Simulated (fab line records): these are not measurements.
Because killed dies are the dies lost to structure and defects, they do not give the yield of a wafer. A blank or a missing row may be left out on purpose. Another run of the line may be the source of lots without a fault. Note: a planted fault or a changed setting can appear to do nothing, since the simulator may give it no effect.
fab line records | flow n5-finfet
record: lots: 7 wafers: 21
route steps=1938 shown WELL_APT@39 PMOS_HMC_CHANNEL_EPI@63 FIN_SAQP@125 SD_EPI_N@263 SDB@349
start-h: start of the lot's first displayed wafer, in hours after the record's first day | wait-h: how many hours have passed since the lot's step before this one | " as in the row above | L1.1+2: one row covering several wafers at once | - no value, or no start was given | * or withheld: withheld | < > ~ a bound
route shown NAME@n: NAME is a module with steps in the file, n the number in the route of the first one | usual: mean and standard deviation over wafers with no fault | same: alike in all rows | chamber/n: place in a boat | sites: the reading at each site | _std_site: their standard deviation | _edge_site: mean of outer sites minus mean of inner sites | radius-mm: how far each site lies from the wafer's centre | mask NAME#n: copy n | behind: the tool/chamber that last shaped the wafer | hold: what put the lot on hold/how long, in hours/how the hold closed | device: whichever transistor did not switch (one of n, p or np) | end of line: tests run on the same wafers once the route is complete | step lacking rows: just its recipe | killed: dies that structure and defects cost at the first sort, which is not the same as the wafer's yield | map: dies across one wafer; x = killed, . = not, _ = none there
set.NAME: setting as actually run; set.NAME@STEP: the setting as run at that earlier step | model.NAME: the simulator's own value behind a step, which no gauge read
lots where settings were altered on purpose, with a table for each step and a row for each wafer
== steps ==
step: N5_WELL_APT_EXPOSE_22
recipe: mask-id: PWELL na: 0.8 source-shape: conventional sigma-outer: 0.8 polarization: unpolarized defocus-nm: 0 target-cd-nm: 200 dose-mj: 23.2
columns lot.wafer tool chamber start-h wait-h mask set.dose-mj
L076.2+3+4 krf-scanner-02 0 27.06 - PWELL#0 23.2
L078.1+4+6 krf-scanner-02 0 38.58 - PWELL#0 23.2
L079.1 krf-scanner-02 0 45.36 - PWELL#0 23.2
L079.2+4 " 0 " " PWELL#0 21.76
L084.1+3 krf-scanner-01 0 75.27 - PWELL#0 24.45
L084.6 " 0 " " PWELL#0 23.2
L087.1+4+5 krf-scanner-02 0 93.38 - PWELL#0 23.2
L088.1+5+6 krf-scanner-01 0 98.76 - PWELL#0 23.2
L090.3+5+6 krf-scanner-01 0 111.03 - PWELL#0 23.2
step: N5_WELL_APT_PEB_23
recipe: peb-temp-c: 130 peb-time-s: 90
columns lot.wafer tool chamber start-h wait-h set.peb-time-s
L076.2 litho-track-03 0 27.11 0.0 72.26
L076.3+4 " 0 " " 90
L078.1+4+6 litho-track-01 0 38.63 0.1 83.76
L079.1 litho-track-03 0 45.41 0.1 90
L079.2+4 " 0 " " 70.16
L084.1+6 litho-track-02 0 75.32 0.1 78.04
L084.3 " 0 " " 90
L087.1+4+5 litho-track-02 0 93.44 0.1 90
L088.1+5+6 litho-track-03 0 98.82 0.1 90
L090.3 litho-track-02 0 111.08 0.0 90
L090.5+6 " 0 " " 73.38
step: N5_WELL_APT_DEVELOP_24
recipe: develop-time-s: 45 rinse-liquid: surfactant-rinse dry: air-spin dev-temp-c: 21
step: N5_WELL_APT_HARDBAKE_29
recipe: temp-c: 130 time-s: 120
step: N5_WELL_APT_CD_MEAS_25
recipe: target-cd-nm: 200 landing-energy-ev: 500 detector: se-inlens
usual: cd-nm: 199.0/1.9
columns lot.wafer tool chamber start-h wait-h set.dose-mj@WELL_APT_EXPOSE_22 set.peb-time-s@WELL_APT_PEB_23 cd-nm
L076.2 cd-sem-03 0 27.22 - 23.2 72.26 188.9
L076.3 " 0 " " 23.2 90 195.5
L076.4 " 0 " " 23.2 90 199.8
L078.1 cd-sem-03 0 38.75 - 23.2 83.76 196.1
L078.4 " 0 " " 23.2 83.76 196.8
L078.6 " 0 " " 23.2 83.76 196.4
L079.1 cd-sem-03 0 45.53 - 23.2 90 197.8
L079.2 " 0 " " 21.76 70.16 174.2
L079.4 " 0 " " 21.76 70.16 173.5
L084.1 cd-sem-01 0 75.44 - 24.45 78.04 208.2
L084.3 " 0 " " 24.45 90 212.0
L084.6 " 0 " " 23.2 78.04 196.1
L087.1 cd-sem-03 0 93.56 - 23.2 90 201.9
L087.4 " 0 " " 23.2 90 199.0
L087.5 " 0 " " 23.2 90 198.2
L088.1 cd-sem-01 0 98.93 - 23.2 90 199.8
L088.5 " 0 " " 23.2 90 200.2
L088.6 " 0 " " 23.2 90 201.3
L090.3 cd-sem-02 0 111.19 - 23.2 90 199.8
L090.5 " 0 " " 23.2 73.38 187.4
L090.6 " 0 " " 23.2 73.38 190.8
step: N5_WELL_APT_DESCUM_30
recipe: chemistry: O2 time-s: 7.9 source-power-w: 50 bias-power-w: 20 pressure-mtorr: 20 rf-frequency-hz: 2.712e+07 temp-c: 40 o2-flow-sccm: 225
columns lot.wafer tool chamber start-h wait-h set.dose-mj@WELL_APT_EXPOSE_22 set.peb-time-s@WELL_APT_PEB_23 model.WELL_APT.cd-nm
L076.2 rie-diel-03 2 27.31 0.0 23.2 72.26 189
L076.3 " 1 " " 23.2 90 196.2
L076.4 " 0 " " 23.2 90 200.3
L078.1 rie-diel-03 3 38.84 0.0 23.2 83.76 196.4
L078.4 " 0 " " 23.2 83.76 196.8
L078.6 " 0 " " 23.2 83.76 196.2
L079.1 rie-diel-02 0 45.62 0.0 23.2 90 197.9
L079.2 " 2 " " 21.76 70.16 174
L079.4 " 1 " " 21.76 70.16 173.2
L084.1 rie-diel-04 3 75.81 0.3 24.45 78.04 208.1
L084.3 " 1 " " 24.45 90 212.3
L084.6 " 0 " " 23.2 78.04 196.1
L087.1 rie-diel-03 2 93.64 0.0 23.2 90 201.7
L087.4 " 3 " " 23.2 90 198.8
L087.5 " 0 " " 23.2 90 197.8
L088.1 rie-diel-03 2 99.17 0.2 23.2 90 199.7
L088.5 " 0 " " 23.2 90 199.9
L088.6 " 1 " " 23.2 90 201.4
L090.3 rie-diel-03 0 111.28 0.0 23.2 90 199.5
L090.5 " 0 " " 23.2 73.38 187.3
L090.6 " 3 " " 23.2 73.38 190.6
step: N5_PMOS_HMC_CHANNEL_EPI_PEB_07
recipe: peb-temp-c: 110 peb-time-s: 60 resist: CAR-ArF-block
columns lot.wafer tool chamber start-h wait-h set.peb-time-s
L076.2+3 litho-track-03 0 29.96 0.0 60
L076.4 " 0 " " 68.31
L078.1 litho-track-05 0 41.68 0.1 72.49
L078.4+6 " 0 " " 60
L079.1+4 litho-track-05 0 47.67 0.1 66.28
L079.2 " 0 " " 60
L084.1+3+6 litho-track-03 0 77.89 0.1 60
L087.1 litho-track-05 0 95.65 0.1 48.49
L087.4+5 " 0 " " 60
L088.1+5+6 litho-track-05 0 101.40 0.1 60
L090.3+5+6 litho-track-03 0 113.31 0.0 60
step: N5_PMOS_HMC_CHANNEL_EPI_DEVELOP_08
recipe: develop-time-s: 30 developer: TMAH resist: CAR-ArF-block dev-temp-c: 23 rinse-liquid: diw dry: air-spin
step: N5_PMOS_HMC_CHANNEL_EPI_CD_MEAS_09
recipe: target-cd-nm: 237.4 landing-energy-ev: 500 detector: se-inlens
usual: cd-nm: 237.1/0.9
columns lot.wafer tool chamber start-h wait-h set.peb-time-s@PMOS_HMC_CHANNEL_EPI_PEB_07 cd-nm
L076.2 cd-sem-03 0 30.02 - 60 237.7
L076.3 " 0 " " 60 238.2
L076.4 " 0 " " 68.31 243.7
L078.1 cd-sem-02 0 41.75 - 72.49 244.4
L078.4 " 0 " " 60 236.6
L078.6 " 0 " " 60 237.4
L079.1 cd-sem-03 0 47.74 - 66.28 240.8
L079.2 " 0 " " 60 235.9
L079.4 " 0 " " 66.28 241.3
L084.1 cd-sem-01 0 77.96 - 60 236.1
L084.3 " 0 " " 60 236.5
L084.6 " 0 " " 60 236.0
L087.1 cd-sem-03 0 95.72 - 48.49 227.5
L087.4 " 0 " " 60 236.7
L087.5 " 0 " " 60 238.4
L088.1 cd-sem-03 0 101.47 - 60 237.8
L088.5 " 0 " " 60 238.1
L088.6 " 0 " " 60 237.6
L090.3 cd-sem-01 0 113.37 - 60 237.6
L090.5 " 0 " " 60 236.5
L090.6 " 0 " " 60 238.0
step: N5_PMOS_HMC_CHANNEL_EPI_DESCUM_14
recipe: chemistry: O2 time-s: 7.9 source-power-w: 50 bias-power-w: 20 pressure-mtorr: 20 rf-frequency-hz: 2.712e+07 temp-c: 40 resist: CAR-ArF-block o2-flow-sccm: 225
columns lot.wafer tool chamber start-h wait-h set.peb-time-s@PMOS_HMC_CHANNEL_EPI_PEB_07 model.PMOS_HMC_CHANNEL_EPI.cd-nm
L076.2 rie-diel-06 1 30.11 0.0 60 238
L076.3 " 3 " " 60 237.8
L076.4 " 0 " " 68.31 243.4
L078.1 rie-diel-06 0 41.84 0.0 72.49 244.4
L078.4 " 2 " " 60 237
L078.6 " 0 " " 60 237.5
L079.1+4 rie-diel-06 0,3 48.07 0.3 66.28 241
L079.2 " 1 " " 60 235.7
L084.1 rie-diel-06 2 78.48 0.5 60 236.6
L084.3 " 0 " " 60 236.2
L084.6 " 2 " " 60 236.1
L087.1 rie-diel-05 1 95.81 0.0 48.49 227.6
L087.4 " 2 " " 60 236.7
L087.5 " 3 " " 60 238.3
L088.1 rie-diel-01 0 101.67 0.1 60 237.4
L088.5 " 3 " " 60 238.4
L088.6 " 2 " " 60 237.7
L090.3 rie-diel-05 3 113.52 0.1 60 237.3
L090.5 " 1 " " 60 236.7
L090.6 " 2 " " 60 238.4
step: N5_PMOS_HMC_CHANNEL_EPI_ETCH_32
recipe: chemistry: N2/H2 target: BARC stop-on: SiO2 target-depth-a: 858 over-etch-frac: 0.3 time-s: 50.3 ion-energy-ev: 200 mask-material: CAR-ArF-block pressure-mtorr: 30 source-w: 840 bias-w: 150 n2-flow-sccm: 200 h2-flow-sccm: 200
columns lot.wafer tool chamber start-h wait-h set.peb-time-s@PMOS_HMC_CHANNEL_EPI_PEB_07 model.PMOS_HMC_CHANNEL_EPI.cd-nm
L076.2 rie-diel-06 1 30.15 0.0 60 240.8
L076.3 " 3 " " 60 240.1
L076.4 " 0 " " 68.31 244.9
L078.1 rie-diel-06 0 41.87 0.0 72.49 246.4
L078.4 " 2 " " 60 239.7
L078.6 " 0 " " 60 239
L079.1 rie-diel-06 0 48.11 0.0 66.28 242.4
L079.2 " 1 " " 60 238.8
L079.4 " 3 " " 66.28 244
L084.1 rie-diel-06 2 78.52 0.0 60 239.9
L084.3 " 0 " " 60 237.6
L084.6 " 2 " " 60 238.7
L087.1 rie-diel-05 1 95.85 0.0 48.49 230.6
L087.4+5 " 2,3 " " 60 240
L088.1 rie-diel-01 0 101.70 0.0 60 239.8
L088.5 " 3 " " 60 240.7
L088.6 " 2 " " 60 239.5
L090.3 rie-diel-05 3 113.55 0.0 60 238.8
L090.5 " 1 " " 60 240
L090.6 " 2 " " 60 241.2
step: N5_FIN_SAQP_SPACER1_ALD_24
recipe: material: SiO2 target-thk-a: 203 temp-c: 300 ald-precursor-family: BDEAS ald-co-reactant: O2-plasma pulse-time-s: 1 purge-time-s: 2 co-reactant-purge-time-s: 2 ald-cycles: 218 pressure-torr: 2
columns lot.wafer tool chamber start-h wait-h set.ald-cycles model.SiO2_of_FIN_SAQP_SPACER1_ALD_24.thk-nm
L076.2 ald-sin-03 0 35.93 0.3 218 20
L076.3+4 " 3,1 " " 218 20.2
L078.1+4 ald-sin-03 2,0 48.36 0.5 244 22.8
L078.6 " 2 " " 218 20.4
L079.1 ald-sin-03 3 56.51 1.6 241 22.4
L079.2 " 2 " " 241 22.6
L079.4 " 0 " " 218 20.2
L084.1+3+6 ald-sin-02 1,2,2 84.55 0.3 218 20.2
L087.1+5 ald-sin-02 1,3 102.28 0.3 218 20.2
L087.4 " 2 " " 207 19.2
L088.1 ald-sin-01 1 107.75 0.3 218 20
L088.5+6 " 0,3 " " 218 20.2
L090.3+5 ald-sin-02 1,2 118.84 0.1 218 20.2
L090.6 " 1 " " 233 21.4
step: N5_FIN_SAQP_SPACER1_ETCHBACK_25
recipe: chemistry: CHF3/O2 mode: anisotropic-etchback target: SiO2 target-depth-a: 244 time-s: 12.2 pressure-mtorr: 30 source-w: 650 bias-w: 170 Ar_flow_sccm: 200 CHF3_flow_sccm: 50 O2_flow_sccm: 5 ion-energy-ev: 200
step: N5_FIN_SAQP_MANDREL1_REMOVE_56
recipe: chemistry: HBr/Cl2/O2 bt-time-s: 10 target: a-Si stop-on: SiNx endpoint: OES-SiCl over-etch-frac: 1 icp-w: 600 bias-w: 22 HBr_flow_sccm: 150 Cl2_flow_sccm: 80 O2_flow_sccm: 5 pressure-mtorr: 10
columns lot.wafer tool chamber start-h wait-h set.ald-cycles@FIN_SAQP_SPACER1_ALD_24 model.FIN_SAQP.cd-nm
L076.2+4 rie-si-02 2,3 36.74 0.1 218 20.2
L076.3 " 0 " " 218 20.4
L078.1+4 rie-si-02 2,3 49.17 0.1 244 22.8
L078.6 " 1 " " 218 20.4
L079.1+2 rie-si-04 3,0 57.32 0.1 241 22.4
L079.4 " 2 " " 218 20.2
L084.1+6 rie-si-04 0,3 85.44 0.1 218 20.2
L084.3 " 3 " " 218 20.4
L087.1+5 rie-si-04 1,3 103.29 0.1 218 20.4
L087.4 " 3 " " 207 19.4
L088.1+6 rie-si-03 1,0 108.55 0.1 218 20
L088.5 " 3 " " 218 20.2
L090.3 rie-si-03 2 119.64 0.1 218 20.2
L090.5 " 2 " " 218 20.4
L090.6 " 1 " " 233 21.4
step: N5_FIN_SAQP_CD_MEAS_27
recipe: target-cd-nm: 20 landing-energy-ev: 1000 detector: se-inlens polarity: line
usual: cd-nm: 20.29/0.25
columns lot.wafer tool chamber start-h wait-h set.ald-cycles@FIN_SAQP_SPACER1_ALD_24 cd-nm
L076.2 cd-sem-03 0 36.86 0.1 218 20.11
L076.3 " 0 " " 218 20.29
L076.4 " 0 " " 218 20.37
L078.1 cd-sem-02 0 49.28 0.1 244 22.60
L078.4 " 0 " " 244 22.74
L078.6 " 0 " " 218 20.78
L079.1 cd-sem-02 0 57.43 0.1 241 22.55
L079.2 " 0 " " 241 22.26
L079.4 " 0 " " 218 20.25
L084.1 cd-sem-03 0 85.55 0.1 218 20.09
L084.3 " 0 " " 218 20.38
L084.6 " 0 " " 218 20.41
L087.1 cd-sem-01 0 103.40 0.1 218 20.13
L087.4 " 0 " " 207 19.19
L087.5 " 0 " " 218 20.66
L088.1 cd-sem-02 0 108.66 0.1 218 19.84
L088.5 " 0 " " 218 20.04
L088.6 " 0 " " 218 20.16
L090.3 cd-sem-02 0 119.76 0.1 218 20.18
L090.5 " 0 " " 218 19.95
L090.6 " 0 " " 233 21.49
step: N5_SD_EPI_N_COAT_33
recipe: resist: SiARC temp-c: 220 time-s: 60 spin-rpm: 1500 resist-thk-nm: 35
columns lot.wafer tool chamber start-h wait-h set.spin-rpm model.SiARC_of_SD_EPI_N_COAT_33.thk-nm
L076.2+4 litho-track-01 0 - - 1500 35
L076.3 " 0 " " 1500 35.2
L078.1+6 litho-track-01 0 - - 1345 37
L078.4 " 0 " " 1500 34.8
L079.1 litho-track-01 0 - - 1500 35.2
L079.2 " 0 " " 1500 34.8
L079.4 " 0 " " 1592 33.8
L084.1+3+6 litho-track-03 0 - - 1500 35
L087.1+4 litho-track-03 0 - - 1500 35
L087.5 " 0 " " 1646 33.2
L088.1+5+6 litho-track-02 0 - - 1500 35
L090.3+6 litho-track-01 0 - - 1500 35
L090.5 " 0 " " 1446 35.6
step: N5_SD_EPI_N_COAT_03
recipe: resist: CAR-ArF-block spin-rpm: 1500 resist-thk-nm: 150
step: N5_SD_EPI_N_EBR_05
recipe: solvent: PGMEA ebr-width-mm: 1.5
step: N5_SD_EPI_N_DESCUM_14
recipe: chemistry: O2 time-s: 7.9 source-power-w: 50 bias-power-w: 20 pressure-mtorr: 20 rf-frequency-hz: 2.712e+07 temp-c: 40 resist: CAR-ArF-block o2-flow-sccm: 225
step: N5_SD_EPI_N_ETCH_34
recipe: chemistry: CF4 target: SiARC target-depth-a: 455 mask-material: CAR-ArF-block time-s: 75.8 ion-energy-ev: 80 pressure-mtorr: 40 source-w: 545 bias-w: 36 Ar_flow_sccm: 100 cf4-flow-sccm: 100 ends: cleared
columns lot.wafer tool chamber start-h wait-h set.spin-rpm@SD_EPI_N_COAT_33 model.etch.depth-nm model.CAR-ArF-block_of_SD_EPI_N_COAT_03.thk-nm
L076.2 rie-diel-04 1 60.32 0.0 1500 34.98 111.2
L076.3 " 2 " " 1500 35.12 111.4
L076.4 " 3 " " 1500 35.07 111.2
L078.1 rie-diel-02 2 73.32 0.0 1345 36.92 108.6
L078.4 " 3 " " 1500 34.85 110.8
L078.6 " 3 " " 1345 36.93 109.2
L079.1 rie-diel-03 2 81.26 0.0 1500 35.13 110.4
L079.2 " 3 " " 1500 34.9 110.4
L079.4 " 2 " " 1592 33.89 111.6
L084.1 rie-diel-04 3 111.40 0.0 1500 34.95 110.6
L084.3 " 2 " " 1500 35.05 109.6
L084.6 " 2 " " 1500 35 110
L087.1 rie-diel-04 3 128.73 0.0 1500 34.95 111
L087.4 " 0 " " 1500 34.97 110.6
L087.5 " 3 " " 1646 33.24 113
L088.1 rie-diel-04 3 133.30 0.0 1500 34.9 110.6
L088.5 " 1 " " 1500 35 110
L088.6 " 0 " " 1500 34.98 110.2
L090.3 rie-diel-04 3 144.00 0.0 1500 34.98 110.8
L090.5 " 1 " " 1446 35.65 109.8
L090.6 " 3 " " 1500 34.95 111.2
step: N5_SD_EPI_N_ETCH_35
recipe: chemistry: N2/H2 target: SOC overetch-a: 1080 mask-material: SiARC temp-c: 40 ion-energy-ev: 100 source-w: 3000 bias-w: 133 pressure-mtorr: 20 time-s: 486 n2-flow-sccm: 200 h2-flow-sccm: 200
usual: rf-vpp-V: 240.6/1.3
columns lot.wafer tool chamber start-h wait-h set.source-w set.spin-rpm@SD_EPI_N_COAT_33 rf-vpp-V model.SiARC_of_SD_EPI_N_COAT_33.thk-nm
L076.2 rie-diel-04 1 60.37 0.0 3000 1500 242.9 19.4
L076.3 " 2 " " 3000 1500 240.1 19.8
L076.4 " 3 " " 2560 1500 253.7 21.8
L078.1 rie-diel-02 2 73.37 0.0 3000 1345 240.4 21.6
L078.4 " 3 " " 3000 1500 238.0 19.6
L078.6 " 3 " " 3000 1345 237.5 21.8
L079.1 rie-diel-03 2 81.31 0.0 3505 1500 228.0 17.6
L079.2 " 3 " " 3000 1500 241.8 19.6
L079.4 " 2 " " 3000 1592 242.1 18.4
L084.1 rie-diel-04 3 111.45 0.0 3398 1500 230.6 18.4
L084.3 " 2 " " 3398 1500 231.5 18.4
L084.6 " 2 " " 3000 1500 238.6 19.8
L087.1 rie-diel-04 3 128.79 0.0 3000 1500 239.1 20
L087.4 " 0 " " 3218 1500 235.5 19
L087.5 " 3 " " 3218 1646 234.6 17.4
L088.1 rie-diel-04 3 133.36 0.0 3000 1500 238.0 20
L088.5 " 1 " " 3000 1500 241.8 19.6
L088.6 " 0 " " 3000 1500 240.1 20
L090.3 rie-diel-04 3 144.06 0.0 2659 1500 251.8 21.4
L090.5 " 1 " " 3000 1446 239.9 20.2
L090.6 " 3 " " 3000 1500 240.1 20
step: N5_SDB_COAT_04
recipe: resist: SiARC temp-c: 220 time-s: 60 spin-rpm: 1500 resist-thk-nm: 18
columns lot.wafer tool chamber start-h wait-h set.spin-rpm model.SiARC_of_SDB_COAT_04.thk-nm
L076.2+3+4 litho-track-05 0 - - 1400 18.8
L078.1+6 litho-track-02 0 - - 1622 17.4
L078.4 " 0 " " 1500 18
L079.1+2 litho-track-05 0 - - 1500 18
L079.4 " 0 " " 1665 17.2
L084.1+3+6 litho-track-02 0 - - 1500 18
L087.1 litho-track-01 0 - - 1402 18.6
L087.4 " 0 " " 1500 18
L087.5 " 0 " " 1500 17.8
L088.1+5+6 litho-track-02 0 - - 1500 18
L090.3+6 litho-track-01 0 - - 1366 19
L090.5 " 0 " " 1500 18
step: N5_SDB_COAT_05
recipe: resist: CAR-ArF spin-rpm: 1500 resist-thk-nm: 90
step: N5_SDB_EBR_07
recipe: solvent: PGMEA ebr-width-mm: 1.5
step: N5_SDB_DESCUM_16
recipe: chemistry: O2 time-s: 7.9 source-power-w: 50 bias-power-w: 20 pressure-mtorr: 20 rf-frequency-hz: 2.712e+07 temp-c: 40 resist: CAR-ArF o2-flow-sccm: 225
step: N5_SDB_ETCH_17
recipe: chemistry: CF4 target: SiARC target-depth-a: 234 mask-material: CAR-ArF time-s: 39 ion-energy-ev: 80 pressure-mtorr: 40 source-w: 545 bias-w: 36 Ar_flow_sccm: 100 cf4-flow-sccm: 100 ends: cleared
columns lot.wafer tool chamber start-h wait-h set.spin-rpm@SDB_COAT_04 model.etch.depth-nm model.CAR-ArF_of_SDB_COAT_05.thk-nm
L076.2 rie-diel-03 1 76.47 0.0 1400 18.76 66.8
L076.3 " 3 " " 1400 18.77 66.2
L076.4 " 2 " " 1400 18.76 66.4
L078.1 rie-diel-04 1 89.86 0.0 1622 17.41 67.2
L078.4 " 0 " " 1500 18.02 66.6
L078.6 " 3 " " 1622 17.32 67.2
L079.1 rie-diel-02 0 97.34 0.0 1500 18.08 67
L079.2 " 2 " " 1500 18.07 67
L079.4 " 1 " " 1665 17.15 68
L084.1+3 rie-diel-03 0,2 128.06 0.0 1500 18.01 67
L084.6 " 1 " " 1500 17.99 67
L087.1 rie-diel-02 1 144.89 0.0 1402 18.57 66.4
L087.4 " 3 " " 1500 17.95 67
L087.5 " 2 " " 1500 17.88 66.8
L088.1 rie-diel-04 1 150.61 0.0 1500 18.02 67
L088.5 " 1 " " 1500 18 66.6
L088.6 " 3 " " 1500 18.07 67
L090.3 rie-diel-04 3 160.13 0.0 1366 18.94 65.8
L090.5 " 3 " " 1500 18.04 66.6
L090.6 " 1 " " 1366 18.97 65.8
== key ==
split: step: N5_WELL_APT_EXPOSE_22 setting: dose-mj stated: 23.2 by: wafer
response: step: N5_WELL_APT_CD_MEAS_25 reading: cd-nm change: +3.32 per: 1% r: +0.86
response: step: N5_WELL_APT_DESCUM_30 reading: model.WELL_APT.cd-nm change: +3.36 per: 1% r: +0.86
split: step: N5_WELL_APT_PEB_23 setting: peb-time-s stated: 90 by: wafer
response: step: N5_WELL_APT_CD_MEAS_25 reading: cd-nm change: +0.738 per: 1% r: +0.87
response: step: N5_WELL_APT_DESCUM_30 reading: model.WELL_APT.cd-nm change: +0.752 per: 1% r: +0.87
split: step: N5_PMOS_HMC_CHANNEL_EPI_PEB_07 setting: peb-time-s stated: 60 by: wafer
response: step: N5_PMOS_HMC_CHANNEL_EPI_CD_MEAS_09 reading: cd-nm change: +0.436 per: 1% r: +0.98
response: step: N5_PMOS_HMC_CHANNEL_EPI_DESCUM_14 reading: model.PMOS_HMC_CHANNEL_EPI.cd-nm change: +0.428 per: 1% r: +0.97
response: step: N5_PMOS_HMC_CHANNEL_EPI_ETCH_32 reading: model.PMOS_HMC_CHANNEL_EPI.cd-nm change: +0.397 per: 1% r: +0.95
split: step: N5_FIN_SAQP_SPACER1_ALD_24 setting: ald-cycles stated: 218 by: wafer
response: step: N5_FIN_SAQP_SPACER1_ALD_24 reading: model.SiO2_of_FIN_SAQP_SPACER1_ALD_24.thk-nm change: +0.203 per: 1% r: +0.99
response: step: N5_FIN_SAQP_MANDREL1_REMOVE_56 reading: model.FIN_SAQP.cd-nm change: +0.197 per: 1% r: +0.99
response: step: N5_FIN_SAQP_CD_MEAS_27 reading: cd-nm change: +0.187 per: 1% r: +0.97
split: step: N5_SD_EPI_N_COAT_33 setting: spin-rpm stated: 1500 by: wafer
response: step: N5_SD_EPI_N_COAT_33 reading: model.SiARC_of_SD_EPI_N_COAT_33.thk-nm change: -0.197 per: 1% r: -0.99
response: step: N5_SD_EPI_N_ETCH_34 reading: model.etch.depth-nm change: -0.188 per: 1% r: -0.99
response: step: N5_SD_EPI_N_ETCH_34 reading: model.CAR-ArF-block_of_SD_EPI_N_COAT_03.thk-nm change: +0.209 per: 1% r: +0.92
response: step: N5_SD_EPI_N_ETCH_35 reading: model.SiARC_of_SD_EPI_N_COAT_33.thk-nm slope: -0.183 per: 1% together-with: source-w@SD_EPI_N_ETCH_35 explained: 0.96
split: step: N5_SD_EPI_N_ETCH_35 setting: source-w stated: 3000 by: wafer
response: step: N5_SD_EPI_N_ETCH_35 reading: rf-vpp-V change: -0.793 per: 1% r: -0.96
response: step: N5_SD_EPI_N_ETCH_35 reading: model.SiARC_of_SD_EPI_N_COAT_33.thk-nm slope: -0.127 per: 1% together-with: spin-rpm@SD_EPI_N_COAT_33 explained: 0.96
split: step: N5_SDB_COAT_04 setting: spin-rpm stated: 1500 by: wafer
response: step: N5_SDB_COAT_04 reading: model.SiARC_of_SDB_COAT_04.thk-nm change: -0.0878 per: 1% r: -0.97
response: step: N5_SDB_ETCH_17 reading: model.etch.depth-nm change: -0.0899 per: 1% r: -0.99
response: step: N5_SDB_ETCH_17 reading: model.CAR-ArF_of_SDB_COAT_05.thk-nm change: +0.0849 per: 1% r: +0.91
